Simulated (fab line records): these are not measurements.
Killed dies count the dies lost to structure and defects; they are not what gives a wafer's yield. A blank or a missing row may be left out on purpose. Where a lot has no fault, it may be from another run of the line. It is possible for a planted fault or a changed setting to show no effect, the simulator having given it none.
Split-lot trial / flow n5_finfet / 39 wafers read across 7 lots, on a route 1938 steps long

== ON THE SPLIT ==
At N5_BEOL_M8_ETCH_66 (etches SOC in N2/H2, target depth 80 nm, overetch 16 nm, time 120 s), the setting target_depth_a was moved away from the recipe's 800 angstrom on 18 of the 39 wafers read, by -57.3% to +45.9%. For the rest of the wafers, this setting stayed at what the recipe calls for.

== FROM THE SPLIT TO THE READING: what the file shows between them, 2 steps ==
- N5_BEOL_M8_STRIP_69: strips in N2/H2
- N5_BEOL_M8_STRIP_73: strips in N2/H2

== THE READING ==
BEOL_M8.cd_nm (the simulator's own value, which no gauge read), in nm, at N5_BEOL_M8_VIA_ETCH_34 (etches SiCOH lowk in C4F6/O2, target depth 125.5 nm, time 50.5 s). There is no usual value for it anywhere in the file. The 21 wafers here that ran the recipe average 40.1 nm, standard deviation 0.19 nm.

wafer=L074.1; tool, chamber at the split=rie_diel-03, 2; target_depth_a as run, angstrom=403.2; against the recipe=-49.6%; BEOL_M8.cd_nm, nm=39; against lot-mates on the recipe=-1.0
wafer=L074.5; tool, chamber at the split=rie_diel-03, 0; target_depth_a as run, angstrom=403.2; against the recipe=-49.6%; BEOL_M8.cd_nm, nm=39; against lot-mates on the recipe=-1.0
wafer=L074.2; tool, chamber at the split=rie_diel-03, 0; target_depth_a as run, angstrom=403.2; against the recipe=-49.6%; BEOL_M8.cd_nm, nm=39.2; against lot-mates on the recipe=-0.8
wafer=L074.3; tool, chamber at the split=rie_diel-03, 3; target_depth_a as run, angstrom=800; against the recipe=recipe; BEOL_M8.cd_nm, nm=40.2; against lot-mates on the recipe=-
wafer=L074.4; tool, chamber at the split=rie_diel-03, 1; target_depth_a as run, angstrom=800; against the recipe=recipe; BEOL_M8.cd_nm, nm=40; against lot-mates on the recipe=-
wafer=L074.6; tool, chamber at the split=rie_diel-03, 1; target_depth_a as run, angstrom=800; against the recipe=recipe; BEOL_M8.cd_nm, nm=39.8; against lot-mates on the recipe=-
wafer=L075.1; tool, chamber at the split=rie_diel-04, 2; target_depth_a as run, angstrom=800; against the recipe=recipe; BEOL_M8.cd_nm, nm=40.4; against lot-mates on the recipe=-
wafer=L075.2; tool, chamber at the split=rie_diel-04, 0; target_depth_a as run, angstrom=800; against the recipe=recipe; BEOL_M8.cd_nm, nm=40; against lot-mates on the recipe=-
wafer=L075.3; tool, chamber at the split=rie_diel-04, 3; target_depth_a as run, angstrom=1167; against the recipe=+45.9%; BEOL_M8.cd_nm, nm=41; against lot-mates on the recipe=+0.8
wafer=L075.4; tool, chamber at the split=rie_diel-04, 1; target_depth_a as run, angstrom=1167; against the recipe=+45.9%; BEOL_M8.cd_nm, nm=41; against lot-mates on the recipe=+0.8
wafer=L075.5; tool, chamber at the split=rie_diel-04, 0; target_depth_a as run, angstrom=1167; against the recipe=+45.9%; BEOL_M8.cd_nm, nm=40.8; against lot-mates on the recipe=+0.6
wafer=L075.6; tool, chamber at the split=rie_diel-04, 1; target_depth_a as run, angstrom=800; against the recipe=recipe; BEOL_M8.cd_nm, nm=40.2; against lot-mates on the recipe=-
wafer=L082.1; tool, chamber at the split=rie_diel-01, 3; target_depth_a as run, angstrom=800; against the recipe=recipe; BEOL_M8.cd_nm, nm=40.4; against lot-mates on the recipe=-
wafer=L082.5; tool, chamber at the split=rie_diel-01, 3; target_depth_a as run, angstrom=800; against the recipe=recipe; BEOL_M8.cd_nm, nm=40.4; against lot-mates on the recipe=-
wafer=L082.2; tool, chamber at the split=rie_diel-01, 0; target_depth_a as run, angstrom=1082; against the recipe=+35.2%; BEOL_M8.cd_nm, nm=41; against lot-mates on the recipe=+0.7
wafer=L082.3; tool, chamber at the split=rie_diel-01, 2; target_depth_a as run, angstrom=800; against the recipe=recipe; BEOL_M8.cd_nm, nm=40.2; against lot-mates on the recipe=-
wafer=L082.4; tool, chamber at the split=rie_diel-01, 1; target_depth_a as run, angstrom=1082; against the recipe=+35.2%; BEOL_M8.cd_nm, nm=40.6; against lot-mates on the recipe=+0.3
wafer=L082.6; tool, chamber at the split=rie_diel-01, 2; target_depth_a as run, angstrom=1082; against the recipe=+35.2%; BEOL_M8.cd_nm, nm=40.8; against lot-mates on the recipe=+0.5
wafer=L089.3; tool, chamber at the split=rie_diel-04, 2; target_depth_a as run, angstrom=800; against the recipe=recipe; BEOL_M8.cd_nm, nm=40; against lot-mates on the recipe=-
wafer=L089.6; tool, chamber at the split=rie_diel-04, 2; target_depth_a as run, angstrom=800; against the recipe=recipe; BEOL_M8.cd_nm, nm=40; against lot-mates on the recipe=-
wafer=L089.4; tool, chamber at the split=rie_diel-04, 0; target_depth_a as run, angstrom=800; against the recipe=recipe; BEOL_M8.cd_nm, nm=40.2; against lot-mates on the recipe=-
wafer=L087.1; tool, chamber at the split=rie_diel-04, 2; target_depth_a as run, angstrom=1015; against the recipe=+26.9%; BEOL_M8.cd_nm, nm=40.4; against lot-mates on the recipe=+0.4
wafer=L087.2; tool, chamber at the split=rie_diel-04, 3; target_depth_a as run, angstrom=1015; against the recipe=+26.9%; BEOL_M8.cd_nm, nm=40.4; against lot-mates on the recipe=+0.4
wafer=L087.5; tool, chamber at the split=rie_diel-04, 0; target_depth_a as run, angstrom=1015; against the recipe=+26.9%; BEOL_M8.cd_nm, nm=40.4; against lot-mates on the recipe=+0.4
wafer=L087.3; tool, chamber at the split=rie_diel-04, 0; target_depth_a as run, angstrom=800; against the recipe=recipe; BEOL_M8.cd_nm, nm=40; against lot-mates on the recipe=-
wafer=L087.4; tool, chamber at the split=rie_diel-04, 3; target_depth_a as run, angstrom=800; against the recipe=recipe; BEOL_M8.cd_nm, nm=40; against lot-mates on the recipe=-
wafer=L087.6; tool, chamber at the split=rie_diel-04, 2; target_depth_a as run, angstrom=800; against the recipe=recipe; BEOL_M8.cd_nm, nm=40; against lot-mates on the recipe=-
wafer=L088.1; tool, chamber at the split=rie_diel-03, 0; target_depth_a as run, angstrom=1112; against the recipe=+39.0%; BEOL_M8.cd_nm, nm=41; against lot-mates on the recipe=+1.1
wafer=L088.2; tool, chamber at the split=rie_diel-03, 3; target_depth_a as run, angstrom=1112; against the recipe=+39.0%; BEOL_M8.cd_nm, nm=40.8; against lot-mates on the recipe=+0.9
wafer=L088.3; tool, chamber at the split=rie_diel-03, 1; target_depth_a as run, angstrom=800; against the recipe=recipe; BEOL_M8.cd_nm, nm=39.6; against lot-mates on the recipe=-
wafer=L088.4; tool, chamber at the split=rie_diel-03, 0; target_depth_a as run, angstrom=1112; against the recipe=+39.0%; BEOL_M8.cd_nm, nm=40.6; against lot-mates on the recipe=+0.7
wafer=L088.5; tool, chamber at the split=rie_diel-03, 3; target_depth_a as run, angstrom=800; against the recipe=recipe; BEOL_M8.cd_nm, nm=40; against lot-mates on the recipe=-
wafer=L088.6; tool, chamber at the split=rie_diel-03, 1; target_depth_a as run, angstrom=800; against the recipe=recipe; BEOL_M8.cd_nm, nm=40; against lot-mates on the recipe=-
wafer=L090.1; tool, chamber at the split=rie_diel-03, 2; target_depth_a as run, angstrom=800; against the recipe=recipe; BEOL_M8.cd_nm, nm=40; against lot-mates on the recipe=-
wafer=L090.2; tool, chamber at the split=rie_diel-03, 1; target_depth_a as run, angstrom=800; against the recipe=recipe; BEOL_M8.cd_nm, nm=40; against lot-mates on the recipe=-
wafer=L090.3; tool, chamber at the split=rie_diel-03, 0; target_depth_a as run, angstrom=800; against the recipe=recipe; BEOL_M8.cd_nm, nm=40.2; against lot-mates on the recipe=-
wafer=L090.4; tool, chamber at the split=rie_diel-03, 2; target_depth_a as run, angstrom=341.3; against the recipe=-57.3%; BEOL_M8.cd_nm, nm=38.8; against lot-mates on the recipe=-1.3
wafer=L090.6; tool, chamber at the split=rie_diel-03, 1; target_depth_a as run, angstrom=341.3; against the recipe=-57.3%; BEOL_M8.cd_nm, nm=38.8; against lot-mates on the recipe=-1.3
wafer=L090.5; tool, chamber at the split=rie_diel-03, 0; target_depth_a as run, angstrom=341.3; against the recipe=-57.3%; BEOL_M8.cd_nm, nm=39; against lot-mates on the recipe=-1.1

THE FIT
A straight line over all 39 wafers: BEOL_M8.cd_nm changes by +0.0196 nm for each +1% of target_depth_a; r = +0.96; the points scatter about the line by 0.17 nm.
The same after taking each lot's own level away (the mean of its wafers on the recipe; 39 wafers): +0.0188 nm for each +1%; r = +0.96; scatter 0.16 nm.
That fit puts the effect of the largest move of target_depth_a on the reading at 1.1 nm.
Across the lots, their own levels run from 39.87 to 40.33 nm, a range of 2.5 times the standard deviation given above.
Consequently the slope shifts little with the lot-to-lot level, the two slopes agreeing.
Check: with one of the wafers moved furthest among these (-57.3%) left out of the fit, the line predicts -1.08 nm for it against its lot-mates. It came out at -1.27 nm against them.

== ADDITIONAL SPLITS CARRIED BY THESE WAFERS ==
These wafers also went through other splits before the reading. Each is held against what the fit with the lots' levels taken away leaves over:
other split on the same wafers=N5_BEOL_M5_TRENCH_ETCH_37 time_s; wafers away from the commonest value=15; r with BEOL_M8.cd_nm (lot level and that fit taken away)=-0.05

== THE WHOLE CHAIN: every reading that the file lists as answering this split, in the file's order ==
step=N5_BEOL_M8_ETCH_66; what it does=etches SOC in N2/H2, target depth 80 nm, overetch 16 nm, time 120 s; reading=etch.depth_nm (the simulator's own value, which no gauge read); change (the file's fit)=not straight: 50.46 at the lowest setting, 60.02 at the recipe, 60.15 at the highest; r (the file's)=not given
step=N5_BEOL_M8_ETCH_66; what it does=etches SOC in N2/H2, target depth 80 nm, overetch 16 nm, time 120 s; reading=SiARC_of_BEOL_M8_COAT_64.thk_nm (the simulator's own value, which no gauge read); change (the file's fit)=-0.0477 nm for each +1% of the setting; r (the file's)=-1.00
step=N5_BEOL_M8_ETCH_66; what it does=etches SOC in N2/H2, target depth 80 nm, overetch 16 nm, time 120 s; reading=BEOL_M8.cd_nm (the simulator's own value, which no gauge read); change (the file's fit)=+0.0199 nm for each +1% of the setting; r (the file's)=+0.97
step=N5_BEOL_M8_VIA_ETCH_34; what it does=etches SiCOH lowk in C4F6/O2, target depth 125.5 nm, time 50.5 s; reading=BEOL_M8.cd_nm (the simulator's own value, which no gauge read); change (the file's fit)=+0.0187 nm for each +1% of the setting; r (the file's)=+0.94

== THE FILE'S OWN FIT ==
BEOL_M8.cd_nm changes by +0.0187 nm for each +1% of target_depth_a, r = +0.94.
